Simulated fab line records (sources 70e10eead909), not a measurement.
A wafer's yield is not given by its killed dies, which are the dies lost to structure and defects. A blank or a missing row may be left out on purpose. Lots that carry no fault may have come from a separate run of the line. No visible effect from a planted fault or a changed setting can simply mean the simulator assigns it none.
Matching of chambers :: flow nand harc :: NHARC_A_CHANNEL_FILL_D1_ALD_16 on ald hk-01: 4 sister chambers
The step deposits SiO2, target thk 1.5 nm, pulse time 10 s, ald cycles 15. 4 wafers are shown with their chamber, then 8 later ones without.

## EACH WAFER AND ITS CHAMBER
wafer: L088.4
chamber: 3
heater power outer w (W): 284

wafer: L088.5
chamber: 0
heater power outer w (W): 309

wafer: L087.6
chamber: 2
heater power outer w (W): 256

wafer: L085.4
chamber: 1
heater power outer w (W): 267

## WAFERS MISSING THEIR CHAMBER
wafer: L085.5
heater power outer w (W): 301

wafer: L085.6
heater power outer w (W): 291

wafer: L090.2
heater power outer w (W): 262

wafer: L090.4
heater power outer w (W): 307

wafer: L090.5
heater power outer w (W): 310

wafer: L097.1
heater power outer w (W): 256

wafer: L097.2
heater power outer w (W): 278

wafer: L097.6
heater power outer w (W): 282

## EACH ONE'S CHAMBER
wafer: L085.5
from the rows above: can't be placed: 0 or 3
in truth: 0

wafer: L085.6
from the rows above: 3
in truth: 3

wafer: L090.2
from the rows above: can't be placed: 1 or 2
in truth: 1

wafer: L090.4
from the rows above: 0
in truth: 0

wafer: L090.5
from the rows above: 0
in truth: 0

wafer: L097.1
from the rows above: 2
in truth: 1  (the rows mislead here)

wafer: L097.2
from the rows above: can't be placed: 3 or 1
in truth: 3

wafer: L097.6
from the rows above: 3
in truth: 3
Placed correctly: 4 of 8. Cannot be placed on the basis of these rows: 3; the candidates contain the true chamber in 3. Number placed wrongly: 1.
How it was worked out, from the rows above alone: a wafer's distance from a chamber is the root of the sum, over the readings, of the square of ((its reading less the chamber's mean) divided by the reading's scatter). If the next closest chamber is less than 2 further off than the closest, the wafer can't be placed; otherwise it belongs to the closest. A chamber's mean is the mean of its shown wafers. The scatter (one wafer shown for each chamber): square how far every hidden wafer sits from the nearest shown wafer, average those squares and take the square root.
